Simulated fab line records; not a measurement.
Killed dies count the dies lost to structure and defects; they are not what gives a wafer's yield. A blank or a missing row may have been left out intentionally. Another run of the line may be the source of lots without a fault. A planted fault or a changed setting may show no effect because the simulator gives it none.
Which tool was responsible? -- flow nand_harc -- Sampling: 6 lots, 18 wafers, 5 of 1159 route steps

WHAT EACH GAUGE READ, for each wafer
NHARC_END_SORT_01.
lot,measured,on,defect_limited_yield (%)
L668,day 21 10:39,prober-02,96.5
L671,day 22 13:55,prober-02,0 0 0

TOOL THAT RAN EACH LOT (tool first, then ch and the chambers of the sampled wafers, then the start)
lot,NHARC_A_M1_PVD_20,NHARC_A_M1_PVD_21,NHARC_A_M1_DEP_33,NHARC_A_BONDPAD_DEP_00
L659,"pvd_sputter-02, day 18 02:38 or earlier","pvd_sputter-02, day 18 02:38","pecvd-03 ch 0,1,2, day 18 04:10","pecvd-01 ch 0,2, day 18 04:40"
L665,"pvd_sputter-01, day 18 16:20 or earlier","pvd_sputter-01, day 18 16:20","pecvd-02 ch 1,2, day 18 17:52","pecvd-04 ch 0,2, day 18 18:20"
L668,"pvd_sputter-01, day 19 21:53 or earlier","pvd_sputter-01, day 19 21:53","pecvd-03 ch 0,1, day 19 23:53","pecvd-01 ch 0,1, day 20 00:24"
L671,"pvd_sputter-02, day 20 22:22 or earlier","pvd_sputter-02, day 20 22:22","pecvd-02 ch 0,1,2, day 20 23:53",-
L679,"pvd_sputter-02, day 22 16:53 or earlier","pvd_sputter-02, day 22 16:53","pecvd-03 ch 0,2, day 22 18:35","pecvd-01 ch 0,1, day 22 19:11"
L682,"pvd_sputter-03, day 23 19:29 or earlier","pvd_sputter-03, day 23 19:29","pecvd-03 ch 1,2, day 23 21:02","pecvd-01 ch 0,2, day 23 21:33"
- NHARC_A_M1_PVD_20: deposits TaN, target thk 5 nm, time 8.06 s.
- NHARC_A_M1_PVD_21: deposits Cu, target thk 30 nm, time 20.49 s.
- NHARC_A_M1_DEP_33: deposits SiCN, target thk 30 nm.
- NHARC_A_BONDPAD_DEP_00: deposits SiCN, target thk 250 nm.

THE ANSWER, worked out from the rows above alone
Rule: what is usual is taken from the lots themselves. The widest of any qualifying gaps counts: lots, ordered by their means at a reading, are off when they make up no more than a third of the lots, leave a main group of 4 or more, and stand apart from it by 3 or more times the standard deviation of that group's means. If all means in a main group match to the digits the tables above print for the reading, that group is not used. A lot without any number at a reading at which 4 lots or more have one is off too. The other lots that the step has rows for count as sound.
No lot is off at any reading shown: from this, nothing can be told.

WHAT WAS PUT IN BY THE SIMULATOR
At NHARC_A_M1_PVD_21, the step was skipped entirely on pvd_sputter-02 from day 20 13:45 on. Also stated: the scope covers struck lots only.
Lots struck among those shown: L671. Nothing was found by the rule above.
